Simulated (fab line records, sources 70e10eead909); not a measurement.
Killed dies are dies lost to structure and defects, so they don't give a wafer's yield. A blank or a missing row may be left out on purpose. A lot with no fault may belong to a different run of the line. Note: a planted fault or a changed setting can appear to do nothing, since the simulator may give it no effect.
Chamber matching :: flow nand_harc :: NHARC_A_CHANNEL_HOLE_D1_ETCH_38 on rie_diel-10: 4 sister chambers
The step etches the open film in CF4, target depth 39 nm, time 65 s. 7 wafers are shown with their chamber, then 7 later ones without.

WAFERS WITH THEIR CHAMBER
wafer: L076.4
chamber: 2
showerhead_plenum_p_Torr (Torr): 1.88
drypump_motor_current_A (A): 5.4

wafer: L076.6
chamber: 0
showerhead_plenum_p_Torr (Torr): 1.71
drypump_motor_current_A (A): 5.9

wafer: L084.1
chamber: 3
showerhead_plenum_p_Torr (Torr): 1.88
drypump_motor_current_A (A): 5.2

wafer: L084.2
chamber: 2
showerhead_plenum_p_Torr (Torr): 1.88
drypump_motor_current_A (A): 5.3

wafer: L084.6
chamber: 1
showerhead_plenum_p_Torr (Torr): 1.83
drypump_motor_current_A (A): 5.5

wafer: L086.1
chamber: 1
showerhead_plenum_p_Torr (Torr): 1.83
drypump_motor_current_A (A): 5.4

wafer: L086.4
chamber: 3
showerhead_plenum_p_Torr (Torr): 1.87
drypump_motor_current_A (A): 5.2

WAFERS WHOSE CHAMBER IS MISSING
wafer: L086.6
showerhead_plenum_p_Torr (Torr): 1.88
drypump_motor_current_A (A): 5.3

wafer: L091.1
showerhead_plenum_p_Torr (Torr): 1.71
drypump_motor_current_A (A): 5.9

wafer: L091.3
showerhead_plenum_p_Torr (Torr): 1.88
drypump_motor_current_A (A): 5.3

wafer: L091.4
showerhead_plenum_p_Torr (Torr): 1.83
drypump_motor_current_A (A): 5.4

wafer: L095.1
showerhead_plenum_p_Torr (Torr): 1.83
drypump_motor_current_A (A): 5.5

wafer: L095.2
showerhead_plenum_p_Torr (Torr): 1.87
drypump_motor_current_A (A): 5.2

wafer: L095.3
showerhead_plenum_p_Torr (Torr): 1.71
drypump_motor_current_A (A): 5.9

THE CHAMBER EACH PASSED THROUGH
wafer: L086.6
from the rows above: can't be placed: 2 or 3
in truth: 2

wafer: L091.1
from the rows above: 0
in truth: 0

wafer: L091.3
from the rows above: can't be placed: 2 or 3
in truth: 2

wafer: L091.4
from the rows above: 1
in truth: 1

wafer: L095.1
from the rows above: 1
in truth: 1

wafer: L095.2
from the rows above: 3
in truth: 3

wafer: L095.3
from the rows above: 0
in truth: 0
5 of 7 placed correctly. Unplaceable from these rows: 2, with the true chamber sitting among the candidates in 2. 0 placed wrongly.
How it was worked out, from the rows above alone: a wafer's distance from a chamber is the root of the sum, over the readings, of the square of ((its reading less the chamber's mean) divided by the reading's scatter). The wafer belongs to the nearest chamber; if the next one is less than 2 further off, it can't be placed. The mean given for a chamber averages the wafers shown for that chamber. The scatter: take each reading less its chamber's mean, square it, sum over the shown wafers, divide by the number of wafers less the number of chambers, and take the root.
